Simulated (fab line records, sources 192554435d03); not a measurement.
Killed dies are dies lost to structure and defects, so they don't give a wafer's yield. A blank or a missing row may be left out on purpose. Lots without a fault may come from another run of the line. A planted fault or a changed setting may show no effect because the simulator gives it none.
fab line records | flow n5_finfet | part 1 of 2: steps 1 to 21 of 28
record lots=5 wafers=15 last_day=18
route steps=1938 shown BEOL_M7@1331 BEOL_M8@1332
lots that met no fault: from a run of the same line without faults
start_h: hours from the record's first day to the start of the lot's first wafer shown | wait_h: hours since the lot's step before | " the same as in the row above | L1.1+2: a row that stands for several wafers | - no value, or no start given | * or withheld: withheld | < > ~ a bound
route shown NAME@n: a module of which the file shows steps, and the number in the route of the first | usual: mean/standard deviation of fault-free wafers | same: alike in all rows | chamber/n: place in a boat | sites: the reading at each site | _std_site: their standard deviation | _edge_site: outer sites' mean less inner sites' | radius_mm: how far each site lies from the wafer's centre | mask NAME#n: copy n | behind: the tool/chamber that last shaped the wafer | hold: why the lot was held/for how many hours/how that ended | device: the transistor (n, p or np) that didn't switch | end of line: the same wafers' tests at the end of the route | a step without rows: its recipe alone | killed: dies lost to structure and defects at the first sort, not the wafer's yield | map: a wafer's dies, x killed, . not, _ none there
set.NAME: the setting as run; set.NAME@STEP: as run at that earlier step | model.NAME: the simulator's own value behind a step, which no gauge read
lots at some steps of the route; a table a step, a row a wafer
services: from which hour (start_h, from the record's first day; less than 0 if before it) a tool's chamber was out of use, for how many hours, and why
## steps
# step N5_BEOL_M7_INSPECT_58
# recipe inspect_instrument=darkfield mode=post_dep
# usual raw_defect_count=75/22
# columns lot.wafer tool chamber start_h wait_h raw_defect_count
L075.1 defect_inspect-01 - 226.31 0.0 63
L075.3 " - " " 69
L075.6 " - " " 103
L080.3 defect_inspect-01 - 271.85 0.0 92
L080.5 " - " " 76
L080.6 " - " " 81
L083.2 defect_inspect-01 - 305.73 0.0 55
L083.4 " - " " 100
L083.6 " - " " 72
L088.2 defect_inspect-02 - 330.86 0.0 85
L088.4 " - " " 99
L088.5 " - " " 101
L092.1 defect_inspect-02 - 342.03 0.0 87
L092.2 " - " " 95
L092.6 " - " " 99
# step N5_BEOL_M8_ILD_DEP_00
# recipe material=SiCOH_lowk target_thk_a=1797.5 temp_c=300 precursor=DEMS/porogen pressure_torr=5 rf_w=500 time_s=33.4
# usual heater_power_w=350/57 showerhead_plenum_p_Torr=5.730/0.013 throttle_valve_pct=13.9/0.77
# columns lot.wafer tool chamber start_h wait_h heater_power_w showerhead_plenum_p_Torr since_wet_clean_h throttle_valve_pct
L075.1 pecvd-03 1 226.34 0.0 311 5.730 1655 13.5
L075.3 " 2 " " 428 5.744 176 13.3
L075.6 " 1 " " 315 5.717 - 13.3
L080.3 pecvd-04 0 271.88 0.0 271 5.741 795 14.3
L080.5 " 1 " " 286 5.730 - 15.4
L080.6 " 0 " " 278 5.736 - 14.1
L083.2 pecvd-01 0 305.77 0.0 365 5.718 1191 14.5
L083.4 " 0 " " 376 5.733 - 14.4
L083.6 " 2 " " 339 5.765 - 13.1
L088.2 pecvd-03 0 330.89 0.0 303 5.727 1035 13.4
L088.4 " 0 " " 306 5.720 - 13.5
L088.5 " 2 " " 371 5.736 - 13.5
L092.1 pecvd-04 0 342.07 0.0 261 5.745 865 14.0
L092.2 " 2 " " 421 5.712 111 13.4
L092.6 " 0 " " 254 5.735 - 14.1
# step N5_BEOL_M8_CURE_74
# recipe temp_c=385 time_s=240 ambient=He/Ar material=SiCOH_lowk
# usual lamp_power_pct=52.31/0.052 wafer_temp_C_max=386.9/0.48
# columns lot.wafer tool chamber start_h wait_h lamp_power_pct wafer_temp_C_max
L075.1 uv_cure-01 1 226.41 0.0 52.38 387.3
L075.3 " 1 " " 52.33 387.3
L075.6 " 1 " " 52.28 388.3
L080.3 uv_cure-03 0 272.11 0.2 52.27 386.4
L080.5 " 0 " " 52.35 386.5
L080.6 " 0 " " 52.31 386.3
L083.2 uv_cure-02 2 305.99 0.2 52.25 387.4
L083.4 " 2 " " 52.33 387.2
L083.6 " 2 " " 52.32 387.0
L088.2 uv_cure-02 0 331.04 0.1 52.23 386.7
L088.4 " 0 " " 52.35 386.2
L088.5 " 0 " " 52.38 386.4
L092.1 uv_cure-02 0 342.13 0.0 52.37 386.9
L092.2 " 0 " " 52.29 387.3
L092.6 " 0 " " 52.30 387.1
# step N5_BEOL_M8_THK_MEAS_01
# recipe reads=SiCOH_lowk_of_BEOL_M8_ILD_DEP_00
# usual M8_ILD_THK=154.9/2
# columns lot.wafer tool chamber start_h wait_h M8_ILD_THK[nm]
L075.1 film_metro-02 - 227.40 0.8 154.5
L075.3 " - " " 156.1
L075.6 " - " " 155.7
L080.3 film_metro-02 - 272.46 0.3 154.2
L080.5 " - " " 154.4
L080.6 " - " " 156.2
L083.2 film_metro-01 - 306.82 0.7 157.6
L083.4 " - " " 158.8
L083.6 " - " " 157.7
L088.2 film_metro-01 - 331.47 0.4 151.8
L088.4 " - " " 156.6
L088.5 " - " " 156.8
L092.1 film_metro-02 - 342.65 0.4 153.5
L092.2 " - " " 155.0
L092.6 " - " " 155.7
# step N5_BEOL_M8_PECVD_70
# recipe material=SiO2 target_thk_a=200 temp_c=400 precursor=TEOS/O2 pressure_torr=5.5 rf_w=450 teos_flow_sccm=53.8 gas=O2 flow_sccm=3000 time_s=22.7
# usual heater_power_w=785/100 showerhead_plenum_p_Torr=8.74/0.046 throttle_valve_pct=22.3/1.1
# columns lot.wafer tool chamber start_h wait_h heater_power_w showerhead_plenum_p_Torr since_wet_clean_h throttle_valve_pct
L075.1 pecvd-04 0 227.44 0.0 695 8.76 750 22.7
L075.3 " 1 " " 630 8.74 - 24.9
L075.6 " 1 " " 620 8.74 - 25.3
L080.3 pecvd-04 2 272.50 0.0 936 8.65 41 21.4
L080.5 " 0 " " 716 8.78 - 22.8
L080.6 " 2 " " 924 8.68 - 21.3
L083.2 pecvd-03 2 306.86 0.0 888 8.77 257 21.5
L083.4 " 1 " " 624 8.73 - 21.6
L083.6 " 0 " " 787 8.72 - 22.0
L088.2 pecvd-03 2 331.51 0.0 905 8.77 281 21.4
L088.4 " 1 " " 717 8.71 - 21.6
L088.5 " 0 " " 780 8.72 - 22.0
L092.1 pecvd-01 1 342.68 0.0 737 8.74 1953 23.2
L092.2 " 2 " " 689 8.83 474 21.3
L092.6 " 1 " " 716 8.75 - 22.7
# step N5_BEOL_M8_HM_DEP_02
# recipe material=TiN target_thk_a=200 temp_c=25 chamber_pressure_pa=0.49996
# usual throttle_valve_pct=29.8/0.8
# columns lot.wafer tool chamber start_h wait_h throttle_valve_pct
L075.1 pvd_sputter-03 - 227.62 0.2 29.3
L075.3 " - " " 28.9
L075.6 " - " " 29.2
L080.3 pvd_sputter-03 - 273.05 0.5 29.4
L080.5 " - " " 30.5
L080.6 " - " " 29.1
L083.2 pvd_sputter-03 - 308.06 1.2 29.4
L083.4 " - " " 29.7
L083.6 " - " " 30.7
L088.2 pvd_sputter-01 - 334.73 3.2 31.1
L088.4 " - " " 29.8
L088.5 " - " " 30.0
L092.1 pvd_sputter-01 - 343.58 0.9 28.6
L092.2 " - " " 31.2
L092.6 " - " " 28.2
# step N5_BEOL_M8_COAT_59
# recipe resist=SOC temp_c=250 time_s=60 spin_rpm=1500 resist_thk_nm=100
# usual chill_plate_temp_C=23.00/0.093 dispense_pressure_kPa=49.5/2.8
# columns lot.wafer tool chamber start_h wait_h chill_plate_temp_C dispense_pressure_kPa
L075.1 litho_track-02 0 227.75 0.1 23.15 47.0
L075.3 " 0 " " 22.89 47.0
L075.6 " 0 " " 23.09 47.0
L080.3 litho_track-05 0 273.18 0.1 23.01 50.9
L080.5 " 0 " " 22.99 51.0
L080.6 " 0 " " 22.91 51.0
L083.2 litho_track-02 0 308.19 0.1 23.07 47.1
L083.4 " 0 " " 23.02 47.0
L083.6 " 0 " " 23.13 47.0
L088.2 litho_track-02 0 334.86 0.1 23.00 47.1
L088.4 " 0 " " 22.93 47.1
L088.5 " 0 " " 22.94 47.1
L092.1 litho_track-02 0 343.71 0.1 23.03 47.1
L092.2 " 0 " " 22.77 47.0
L092.6 " 0 " " 22.98 47.1
# step N5_BEOL_M8_COAT_60
# recipe resist=SiARC temp_c=220 time_s=60 spin_rpm=1500 resist_thk_nm=35
# usual chill_plate_temp_C=23.00/0.11 dispense_pressure_kPa=49.5/2.8
# columns lot.wafer tool chamber start_h wait_h chill_plate_temp_C dispense_pressure_kPa
L075.1 litho_track-02 0 - - 22.99 47.2
L075.3 " 0 " " 23.05 47.1
L075.6 " 0 " " 23.12 47.1
L080.3 litho_track-05 0 - - 22.90 51.0
L080.5 " 0 " " 22.97 50.9
L080.6 " 0 " " 23.06 51.0
L083.2 litho_track-02 0 - - 22.95 47.2
L083.4 " 0 " " 23.02 47.2
L083.6 " 0 " " 23.13 47.2
L088.2 litho_track-02 0 - - 23.03 47.1
L088.4 " 0 " " 23.10 47.1
L088.5 " 0 " " 22.97 47.1
L092.1 litho_track-02 0 - - 22.79 47.1
L092.2 " 0 " " 22.83 47.0
L092.6 " 0 " " 22.75 47.1
# step N5_BEOL_M8_COAT_05
# recipe resist=CAR-ArF spin_rpm=1500 resist_thk_nm=90
# usual chill_plate_temp_C=23.02/0.097 dispense_pressure_kPa=49.5/2.8
# columns lot.wafer tool chamber start_h wait_h chill_plate_temp_C dispense_pressure_kPa
L075.1 litho_track-02 0 - - 22.88 47.2
L075.3 " 0 " " 22.93 47.1
L075.6 " 0 " " 22.85 47.1
L080.3 litho_track-05 0 - - 22.94 50.9
L080.5 " 0 " " 23.02 51.0
L080.6 " 0 " " 22.97 51.0
L083.2 litho_track-02 0 - - 23.18 47.1
L083.4 " 0 " " 23.12 47.1
L083.6 " 0 " " 23.00 47.1
L088.2 litho_track-02 0 - - 23.08 47.1
L088.4 " 0 " " 22.94 47.1
L088.5 " 0 " " 22.91 47.1
L092.1 litho_track-02 0 - - 23.00 47.1
L092.2 " 0 " " 23.09 47.1
L092.6 " 0 " " 23.09 47.1
# step N5_BEOL_M8_EBR_07
# recipe solvent=PGMEA ebr_width_mm=1.5
# usual chill_plate_temp_C=22.99/0.11
# columns lot.wafer tool chamber start_h wait_h chill_plate_temp_C
L075.1 litho_track-02 0 - - 23.03
L075.3 " 0 " " 23.00
L075.6 " 0 " " 22.96
L080.3 litho_track-05 0 - - 22.78
L080.5 " 0 " " 22.89
L080.6 " 0 " " 22.85
L083.2 litho_track-02 0 - - 22.91
L083.4 " 0 " " 23.07
L083.6 " 0 " " 22.90
L088.2 litho_track-02 0 - - 23.00
L088.4 " 0 " " 23.07
L088.5 " 0 " " 23.00
L092.1 litho_track-02 0 - - 23.03
L092.2 " 0 " " 23.00
L092.6 " 0 " " 22.97
# step N5_BEOL_M8_SOFTBAKE_06
# recipe temp_c=110 time_s=60 resist=CAR-ArF
# usual chill_plate_temp_C=23.02/0.093
# columns lot.wafer tool chamber start_h wait_h chill_plate_temp_C
L075.1 litho_track-02 0 - - 23.09
L075.3 " 0 " " 22.89
L075.6 " 0 " " 22.93
L080.3 litho_track-05 0 - - 22.99
L080.5 " 0 " " 23.04
L080.6 " 0 " " 22.97
L083.2 litho_track-02 0 - - 23.00
L083.4 " 0 " " 22.98
L083.6 " 0 " " 23.05
L088.2 litho_track-02 0 - - 23.11
L088.4 " 0 " " 23.02
L088.5 " 0 " " 23.13
L092.1 litho_track-02 0 - - 23.03
L092.2 " 0 " " 23.10
L092.6 " 0 " " 22.93
# step N5_BEOL_M8_EXPOSE_08
# recipe mask_id=M8 na=1.35 source_shape=dipole sigma_inner=0.817 sigma_outer=0.97 polarization=te dose_mj=68.25
# columns lot.wafer tool chamber start_h wait_h mask
L075.1+3+6 arfi_scanner-02 0 227.87 - M8#0
L080.3+5+6 arfi_scanner-01 0 273.32 - M8#0
L083.2+4+6 arfi_scanner-01 0 308.44 - M8#0
L088.2+4+5 arfi_scanner-02 0 334.99 - M8#0
L092.1+2+6 arfi_scanner-03 0 343.95 - M8#0
# step N5_BEOL_M8_PEB_09
# recipe peb_temp_c=withheld peb_time_s=60 resist=CAR-ArF
# usual chill_plate_temp_C=23.00/0.097
# columns lot.wafer tool chamber start_h wait_h chill_plate_temp_C
L075.1 litho_track-02 0 227.93 0.1 23.21
L075.3 " 0 " " 23.25
L075.6 " 0 " " 23.03
L080.3 litho_track-03 0 273.37 0.0 22.86
L080.5 " 0 " " 23.00
L080.6 " 0 " " 23.02
L083.2 litho_track-03 0 308.49 0.0 22.92
L083.4 " 0 " " 22.96
L083.6 " 0 " " 22.95
L088.2 litho_track-05 0 335.04 0.0 22.89
L088.4 " 0 " " 22.94
L088.5 " 0 " " 23.04
L092.1 litho_track-03 0 344.02 0.1 23.09
L092.2 " 0 " " 23.01
L092.6 " 0 " " 22.94
# step N5_BEOL_M8_DEVELOP_10
# recipe develop_time_s=30 developer=TMAH resist=CAR-ArF rinse_liquid=diw dry=air_spin dev_temp_c=23
# usual chill_plate_temp_C=22.99/0.098
# columns lot.wafer tool chamber start_h wait_h chill_plate_temp_C
L075.1 litho_track-02 0 - - 23.11
L075.3 " 0 " " 22.98
L075.6 " 0 " " 22.94
L080.3 litho_track-03 0 - - 22.91
L080.5 " 0 " " 22.79
L080.6 " 0 " " 23.08
L083.2 litho_track-03 0 - - 22.77
L083.4 " 0 " " 22.96
L083.6 " 0 " " 22.92
L088.2 litho_track-05 0 - - 23.09
L088.4 " 0 " " 23.12
L088.5 " 0 " " 23.11
L092.1 litho_track-03 0 - - 22.98
L092.2 " 0 " " 23.14
L092.6 " 0 " " 23.13
# step N5_BEOL_M8_CD_MEAS_11
# recipe target_cd_nm=38.5 landing_energy_ev=500 detector=se_inlens polarity=opening
# usual cd_nm=38.2/0.56
# columns lot.wafer tool chamber start_h wait_h cd_nm
L075.1 cd_sem-02 0 227.99 - 37.9
L075.3 " 0 " " 38.2
L075.6 " 0 " " 37.9
L080.3 cd_sem-03 0 273.44 - 38.9
L080.5 " 0 " " 38.9
L080.6 " 0 " " 38.3
L083.2 cd_sem-03 0 308.56 - 38.0
L083.4 " 0 " " 39.2
L083.6 " 0 " " 38.5
L088.2 cd_sem-02 0 335.11 - 38.5
L088.4 " 0 " " 37.9
L088.5 " 0 " " 37.1
L092.1 cd_sem-03 0 344.08 - 38.1
L092.2 " 0 " " 38.3
L092.6 " 0 " " 38.4
# step N5_BEOL_M8_OVL_MEAS_12
# recipe points_per_wafer=44
# usual M8_OVL=-0.2/0.61
# columns lot.wafer tool chamber start_h wait_h M8_OVL[nm]
L075.1 overlay-01 0 228.03 0.0 -0.2
L075.3 " 0 " " 0.6
L075.6 " 0 " " 0.1
L080.3 overlay-01 0 273.47 0.0 0.0
L080.5 " 0 " " -0.2
L080.6 " 0 " " -0.3
L083.2 overlay-02 0 308.59 0.0 -1.2
L083.4 " 0 " " -1.2
L083.6 " 0 " " -1.0
L088.2 overlay-01 0 335.14 0.0 0.4
L088.4 " 0 " " 0.2
L088.5 " 0 " " -0.2
L092.1 overlay-02 0 344.11 0.0 0.7
L092.2 " 0 " " -0.2
L092.6 " 0 " " -0.9
# step N5_BEOL_M8_INSPECT_13
# recipe mode=adi inspect_instrument=brightfield
# usual raw_defect_count=435/95
# columns lot.wafer tool chamber start_h wait_h raw_defect_count
L075.1 defect_inspect-01 - 228.05 0.0 466
L075.3 " - " " 419
L075.6 " - " " 401
L080.3 defect_inspect-01 - 273.49 0.0 438
L080.5 " - " " 451
L080.6 " - " " 503
L083.2 defect_inspect-01 - 308.62 0.0 485
L083.4 " - " " 556
L083.6 " - " " 395
L088.2 defect_inspect-02 - 335.16 0.0 461
L088.4 " - " " 393
L088.5 " - " " 434
L092.1 defect_inspect-02 - 344.14 0.0 663
L092.2 " - " " 585
L092.6 " - " " 430
# step N5_BEOL_M8_DESCUM_16
# recipe chemistry=O2 time_s=7.9 source_power_w=50 bias_power_w=20 pressure_mtorr=20 rf_frequency_hz=2.712e+07 temp_c=40 resist=CAR-ArF o2_flow_sccm=225
# usual drypump_motor_current_A=5.7/0.36 o2_flow_sccm=225.1/0.74 oes_product_au=0.82/0.078 rf_vpp_V=243.9/1 showerhead_plenum_p_Torr=2.14/0.045 throttle_valve_pct=20.25/0.29
# columns lot.wafer tool chamber start_h wait_h drypump_motor_current_A o2_flow_sccm oes_product_au rf_hours_counter_h rf_vpp_V showerhead_plenum_p_Torr throttle_valve_pct
L075.1 rie_diel-04 0 228.08 0.0 6.1 224.5 0.91 42 243.9 2.15 20.04
L075.3 " 1 " " 6.2 223.5 0.71 214 243.4 2.17 20.92
L075.6 " 2 " " 6.0 225.2 0.72 - 242.7 2.09 20.63
L080.3 rie_diel-01 3 273.59 0.1 5.3 224.7 0.85 61 244.9 2.12 20.13
L080.5 " 3 " " 5.2 224.2 0.85 - 243.3 2.12 20.14
L080.6 " 0 " " 5.9 225.3 0.86 - 244.2 2.22 20.02
L083.2 rie_diel-04 3 308.67 0.1 5.5 224.2 0.85 52 244.0 2.15 20.14
L083.4 " 2 " " 5.9 224.0 0.70 243 241.1 2.08 20.66
L083.6 " 0 " " 6.1 224.9 0.87 - 244.0 2.14 20.08
L088.2 rie_diel-06 1 335.20 0.0 5.6 224.4 0.77 134 245.4 2.10 20.67
L088.4 " 0 " " 5.2 225.5 0.87 58 243.8 2.13 19.90
L088.5 " 0 " " 5.2 224.4 0.87 - 242.4 2.13 19.89
L092.1 rie_diel-06 1 344.17 0.0 5.5 225.5 0.77 138 243.2 2.10 20.69
L092.2 " 2 " " 5.6 225.1 0.85 48 243.7 2.13 20.02
L092.6 " 3 " " 4.9 225.6 0.93 - 244.8 2.22 20.03
# step N5_BEOL_M8_ETCH_61
# recipe chemistry=CF4 target=SiARC target_depth_a=455 mask_material=CAR-ArF time_s=75.8 ion_energy_ev=80 pressure_mtorr=40 source_w=545 bias_w=36 Ar_flow_sccm=100 cf4_flow_sccm=100 ends=cleared
# usual cf4_flow_sccm=100.1/0.31 drypump_motor_current_A=5.7/0.37 etch_rf_on_time_s=75.6/1.5 oes_product_au=0.70/0.064 rf_vpp_V=184.6/1 showerhead_plenum_p_Torr=2.19/0.045 throttle_valve_pct=15.41/0.29
# columns lot.wafer tool chamber start_h wait_h cf4_flow_sccm drypump_motor_current_A etch_rf_on_time_s oes_product_au rf_hours_counter_h rf_vpp_V showerhead_plenum_p_Torr throttle_valve_pct
L075.1 rie_diel-04 0 228.12 0.0 100.1 6.1 75.4 0.77 42 185.8 2.18 15.13
L075.3 " 1 " " 99.7 6.2 74.2 0.62 214 185.4 2.21 16.04
L075.6 " 2 " " 100.6 5.9 77.7 0.60 - 183.9 2.12 15.73
L080.3 rie_diel-01 3 273.63 0.0 99.6 5.2 73.1 0.74 61 184.5 2.18 15.37
L080.5 " 3 " " 99.8 5.2 73.0 0.74 - 184.1 2.18 15.37
L080.6 " 0 " " 100.1 5.9 76.7 0.71 - 184.3 2.26 15.15
L083.2 rie_diel-04 3 308.70 0.0 99.8 5.5 75.0 0.72 52 184.1 2.18 15.23
L083.4 " 2 " " 100.5 5.9 77.3 0.59 243 182.1 2.11 15.76
L083.6 " 0 " " 99.9 6.1 74.4 0.74 - 185.8 2.17 15.16
L088.2 rie_diel-06 1 335.24 0.0 99.9 5.5 77.3 0.65 134 184.2 2.13 15.73
L088.4 " 0 " " 100.5 5.2 76.1 0.73 58 184.9 2.17 15.08
L088.5 " 0 " " 100.1 5.2 75.5 0.73 - 184.9 2.17 15.09
L092.1 rie_diel-06 1 344.21 0.0 100.3 5.6 76.2 0.65 138 183.0 2.13 15.74
L092.2 " 2 " " 99.9 5.6 74.6 0.74 48 185.7 2.17 15.13
L092.6 " 3 " " 100.1 4.9 75.8 0.78 - 187.2 2.29 15.31
# step N5_BEOL_M8_ETCH_62
# recipe chemistry=N2/H2 target=SOC target_depth_a=1100 overetch_a=220 mask_material=SiARC temp_c=40 time_s=165 ion_energy_ev=200 pressure_mtorr=30 source_w=840 bias_w=150 n2_flow_sccm=200 h2_flow_sccm=200
# usual drypump_motor_current_A=5.7/0.36 h2_flow_sccm=200.0/0.55 oes_product_au=0.69/0.06 rf_vpp_V=525.4/1.7 showerhead_plenum_p_Torr=2.59/0.061 throttle_valve_pct=17.57/0.3
# columns lot.wafer tool chamber start_h wait_h drypump_motor_current_A h2_flow_sccm oes_product_au rf_hours_counter_h rf_vpp_V showerhead_plenum_p_Torr throttle_valve_pct
L075.1 rie_diel-04 0 228.17 0.0 6.1 200.3 0.76 42 524.6 2.59 17.36
L075.3 " 1 " " 6.2 200.6 0.61 214 526.3 2.62 18.15
L075.6 " 2 " " 5.9 200.1 0.61 - 523.0 2.50 17.92
L080.3 rie_diel-01 3 273.68 0.0 5.2 199.9 0.70 61 524.0 2.57 17.52
L080.5 " 3 " " 5.2 200.4 0.71 - 524.0 2.57 17.51
L080.6 " 0 " " 5.9 200.3 0.71 - 529.0 2.69 17.32
L083.2 rie_diel-04 3 308.76 0.0 5.5 200.8 0.70 52 525.4 2.56 17.29
L083.4 " 2 " " 6.0 200.5 0.59 243 522.8 2.49 17.97
L083.6 " 0 " " 6.1 200.6 0.73 - 525.1 2.58 17.40
L088.2 rie_diel-06 1 335.29 0.0 5.6 199.8 0.65 134 524.2 2.54 17.90
L088.4 " 0 " " 5.2 199.9 0.72 58 524.3 2.56 17.06
L088.5 " 0 " " 5.2 200.4 0.72 - 525.3 2.56 17.06
L092.1 rie_diel-06 1 344.26 0.0 5.5 200.4 0.64 138 524.5 2.54 17.89
L092.2 " 2 " " 5.7 199.9 0.73 48 523.8 2.59 17.51
L092.6 " 3 " " 5.0 199.6 0.78 - 529.0 2.71 17.36
# step N5_BEOL_M8_STRIP_68
# recipe chemistry=N2/H2 temp_c=40 n2_flow_sccm=200 h2_flow_sccm=200 rf_frequency_hz=6e+07
# columns lot.wafer tool chamber start_h wait_h
L075.1+3+6 rie_diel-04 0,1,2 228.31 0.1
L080.3+5+6 rie_diel-01 3,3,0 273.82 0.1
L083.2+4+6 rie_diel-04 3,2,0 308.90 0.1
L088.2+4+5 rie_diel-06 1,0,0 335.43 0.1
L092.1+2+6 rie_diel-06 1,2,3 344.40 0.1
